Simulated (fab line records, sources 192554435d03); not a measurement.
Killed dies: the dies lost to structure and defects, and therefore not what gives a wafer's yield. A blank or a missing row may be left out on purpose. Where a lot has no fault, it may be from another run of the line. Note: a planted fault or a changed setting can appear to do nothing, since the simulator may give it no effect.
Shared-tool check | flow n5 finfet | Lots sampled 11, wafers sampled 33

== REASON IT WAS OPENED ==
N5_HKMG_FIN_OVL_MEAS_13, reading NWFM_OVL: flagged on 2 of 11 lots. No-fault wafers: -0.3 nm, standard deviation 0.63.
Rule: a lot is flagged when every wafer of it that has a number lies more than 4 standard deviations from that mean, or none has a number. All remaining lots are regarded as sound.

lot  | measured    | on         | NWFM_OVL (nm), wafer by wafer | flag
L913 | day 5 00:53 | overlay-02 | -0.7 0.2 -0.7                 |
L915 | day 5 08:56 | overlay-01 | -0.4 0.7 -0.9                 |
L919 | day 6 13:22 | overlay-01 | -0.5 -0.4 -0.9                |
L920 | day 6 15:13 | overlay-02 | -0.6 0.0 -0.1                 |
L924 | day 7 18:58 | overlay-01 | 29.2 29.4 28.3                | FLAGGED
L925 | day 7 22:59 | overlay-01 | 28.5 28.1 28.2                | FLAGGED
L926 | day 8 01:17 | overlay-01 | -0.4 -0.3 -0.4                |
L928 | day 8 16:33 | overlay-02 | -1.1 -1.0 -1.1                |
L930 | day 9 05:30 | overlay-02 | 1.3 0.6 0.5                   |
L931 | day 9 14:21 | overlay-01 | -0.8 -0.5 -1.1                |
L932 | day 9 22:12 | overlay-02 | -0.7 -0.8 -0.9                |
The mean of the flagged lots' numbers is 28.6 nm, +28.9 nm from the usual (+46 standard deviations).

== WHICH TOOL EACH LOT WENT THROUGH ==
Before the reading, the record contains 2 process steps out of a 1938-step route. Every cell lists first the tool, next ch and the chambers used by the sampled wafers, and last the start.
lot  | flag    | N5_HKMG_FIN_CVD_62                      | N5_HKMG_FIN_EXPOSE_09
L913 |         | thermal cvd si-02 ch 0,1,2, day 4 23:07 | arfi scanner-02 ch 0, day 5 00:44
L915 |         | thermal cvd si-02 ch 0,1,2, day 5 07:13 | arfi scanner-03 ch 0, day 5 08:47
L919 |         | thermal cvd si-02 ch 0,1,2, day 6 11:46 | arfi scanner-03 ch 0, day 6 13:13
L920 |         | thermal cvd si-01 ch 0,1,2, day 6 13:41 | arfi scanner-02 ch 0, day 6 15:05
L924 | FLAGGED | thermal cvd si-01 ch 0,1, day 7 17:13   | arfi scanner-02 ch 0, day 7 18:49
L925 | FLAGGED | thermal cvd si-02 ch 1,2, day 7 21:31   | arfi scanner-02 ch 0, day 7 22:49
L926 |         | thermal cvd si-01 ch 0,2, day 7 23:39   | arfi scanner-03 ch 0, day 8 01:08
L928 |         | thermal cvd si-01 ch 0,1,2, day 8 14:58 | arfi scanner-01 ch 0, day 8 16:24
L930 |         | thermal cvd si-01 ch 1,2, day 9 03:48   | arfi scanner-03 ch 0, day 9 05:21
L931 |         | thermal cvd si-02 ch 0,1,2, day 9 12:52 | arfi scanner-03 ch 0, day 9 14:12
L932 |         | thermal cvd si-02 ch 0,1,2, day 9 20:44 | arfi scanner-01 ch 0, day 9 22:03
These steps, and what they do:
- N5_HKMG_FIN_CVD_62: deposits a-Si from Si2H6, target thk 3 nm, time 20.8 s.
- N5_HKMG_FIN_EXPOSE_09: exposes mask NWFM.
- N5_HKMG_FIN_OVL_MEAS_13

== FLAGGED OVER TOTAL, TOOL BY TOOL (the gauges that took the reading come last) ==
step                    | tool              | lots run | flagged | share of the flagged lots | sound lots run after its first flagged lot
N5_HKMG_FIN_CVD_62      | thermal cvd si-01 | 5        | 1       | some                      | 3 (L926,L928,L930)
N5_HKMG_FIN_CVD_62      | thermal cvd si-02 | 6        | 1       | some                      | 2 (L931,L932)
N5_HKMG_FIN_EXPOSE_09   | arfi scanner-01   | 2        | 0       | none                      | -
N5_HKMG_FIN_EXPOSE_09   | arfi scanner-02   | 4        | 2       | all                       | 0
N5_HKMG_FIN_EXPOSE_09   | arfi scanner-03   | 5        | 0       | none                      | -
N5_HKMG_FIN_OVL_MEAS_13 | overlay-01        | 6        | 2       | all                       | 2 (L926,L931)
N5_HKMG_FIN_OVL_MEAS_13 | overlay-02        | 5        | 0       | none                      | -

== WHAT THE TABLE PERMITS ==
Table rows that saw every flagged lot: 2, namely arfi scanner-02 at N5_HKMG_FIN_EXPOSE_09 and overlay-01 at N5_HKMG_FIN_OVL_MEAS_13.
- arfi scanner-02 at N5_HKMG_FIN_EXPOSE_09 ran 4 lots, 2 of them flagged. A fault beginning between L920 (day 6 15:05), its last sound lot, and L924 (day 7 18:49), its first flagged one, fits the data.
- overlay-01 at N5_HKMG_FIN_OVL_MEAS_13 ran 6 lots, 2 of them flagged. Sound lots followed the first flagged one (L926, L931) on it, something a lasting fault affecting the whole tool could not allow.
arfi scanner-02 at N5_HKMG_FIN_EXPOSE_09 is the single tool remaining.

== WHAT HAD BEEN PUT IN BY THE SIMULATOR ==
Scanner matching overlay: arfi scanner-02, from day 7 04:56 on, at N5_HKMG_FIN_EXPOSE_09. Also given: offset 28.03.
Lots struck among those shown: L924, L925. The same result came from the rule above.
